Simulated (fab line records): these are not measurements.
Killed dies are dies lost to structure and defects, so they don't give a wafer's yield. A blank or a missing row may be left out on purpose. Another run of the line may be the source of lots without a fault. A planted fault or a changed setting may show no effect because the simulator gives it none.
One fault through the eyes of 3 desks | flow nandHarc | only its own numbers are on each desk; what lay behind them is given at the end

AT THE METROLOGY DESK
Lot by lot, what the gauges showed, no matter which tool ran the lot: averages of those sampled wafers that carry a number. The brackets show how far a lot's mean lies from the usual mean; more than 4 standard deviations puts the lot out of limits, marked OUT.
Columns: A = thkNm at NHARC_A_CHANNEL_FILL_D1_THK_MEAS_06, usual 5.1 nm; B = thkNm at NHARC_A_DECK1_JOINT_THK_MEAS_17, usual 45.2 nm
lot  | first seen here | A   | B
L395 | day 11 02:08    | 4.6 | 46.3
L396 | day 11 02:09    | 5.0 | 44.6
L398 | day 11 23:40    | 6.0 | 45.8
L399 | day 12 18:41    | 5.1 | 45.8
L402 | day 13 22:20    | 5.5 | 46.2
L403 | day 14 04:46    | 4.3 | 44.6
L405 | day 14 20:14    | 5.4 | 46.5
L411 | day 17 02:34    | 5.2 | 40.2
L412 | day 18 02:42    | 4.6 | 39.8 (-4.2) OUT
L415 | day 19 03:45    | 4.9 | 45.4
L416 | day 19 12:01    | 6.0 | 44.4
L417 | day 20 09:10    | 6.2 | 45.1
This desk's verdict: out of limits on L412, starting with L412 at day 19 22:44 (thkNm at NHARC_A_DECK1_JOINT_THK_MEAS_17). Within limits: L395, L396, L398, L399, L402, L403, L405, L411, L415, L416, L417.

THE DEFECT DESK
Counts from the inspections along the route, per lot, as means over the sampled wafers that have a number. The brackets show how far a lot's mean lies from the usual mean; more than 4 standard deviations puts the lot out of limits, marked OUT.
Columns: A = rawDefectCount at NHARC_A_DECK1_JOINT_INSPECT_05, usual 352
lot  | first seen here | A
L395 | day 12 22:08    | 199
L396 | day 12 22:17    | 353
L398 | day 13 22:10    | 294
L399 | day 14 14:57    | 243
L402 | day 15 22:34    | 508
L403 | day 16 03:05    | 269
L405 | day 16 17:13    | 462
L411 | day 18 21:49    | 697
L412 | day 19 22:46    | 309
L416 | day 21 10:50    | 325
L415 | day 21 20:34    | 300
L417 | day 22 09:20    | 245
This desk's verdict: no lot among the 12 shows anything out of limits.

THE TOOL OWNER'S DESK: pecvd-01
The tool's own readings at NHARC_A_DECK1_JOINT_DEP_16 (deposits SiO2, target thk 45 nm): means of the sampled wafers that have a number, for each lot that ran on this tool. The brackets show how far a lot's mean lies from the usual mean; more than 4 standard deviations puts the lot out of limits, marked OUT.
Columns: A = heaterPowerW at NHARC_A_DECK1_JOINT_DEP_16, usual 527 W; B = mfcPrecursorSccm at NHARC_A_DECK1_JOINT_DEP_16, usual 161.3 sccm; C = showerheadVppV at NHARC_A_DECK1_JOINT_DEP_16, usual 1864 V; D = susceptorTempC at NHARC_A_DECK1_JOINT_DEP_16, usual 399.98 C; E = throttleValvePct at NHARC_A_DECK1_JOINT_DEP_16, usual 15.9 %
lot  | first seen here | A   | B               | C    | D      | E
L396 | day 12 22:00    | 483 | 161.2           | 1903 | 399.96 | 16.6
L405 | day 16 16:54    | 531 | 160.9           | 1891 | 400.12 | 15.1
L411 | day 18 21:33    | 525 | 142.1 (-38) OUT | 1883 | 399.92 | 15.6
L412 | day 19 22:27    | 557 | 142.1 (-38) OUT | 1888 | 400.12 | 16.0
This desk's verdict: out of limits on L411, L412, starting with L411 at day 18 21:33 (mfcPrecursorSccm at NHARC_A_DECK1_JOINT_DEP_16). Within limits: L396, L405.

BROUGHT TOGETHER
On L411, L412, at day 18 21:33, an alarm was possible from the tool owner's desk.
At day 19 22:44 the metrology desk could have sounded an alarm, on L412.
Nothing out of limits was seen by the defect desk.
The metrology desk holds a record of L411, inside its limits.
The defect desk has L411, L412 on record, within its limits.
On pecvd-01, each named lot ran NHARC_A_DECK1_JOINT_DEP_16.

WHAT WAS PUT IN BY THE SIMULATOR
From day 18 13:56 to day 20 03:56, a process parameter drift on pecvd-01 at NHARC_A_DECK1_JOINT_DEP_16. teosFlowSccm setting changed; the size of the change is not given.
Struck lots among those shown: L411, L412.
Delay (hours) between the fault's onset and each desk's first out-of-limits reading: 8 at the tool owner's desk, 33 at the metrology desk.
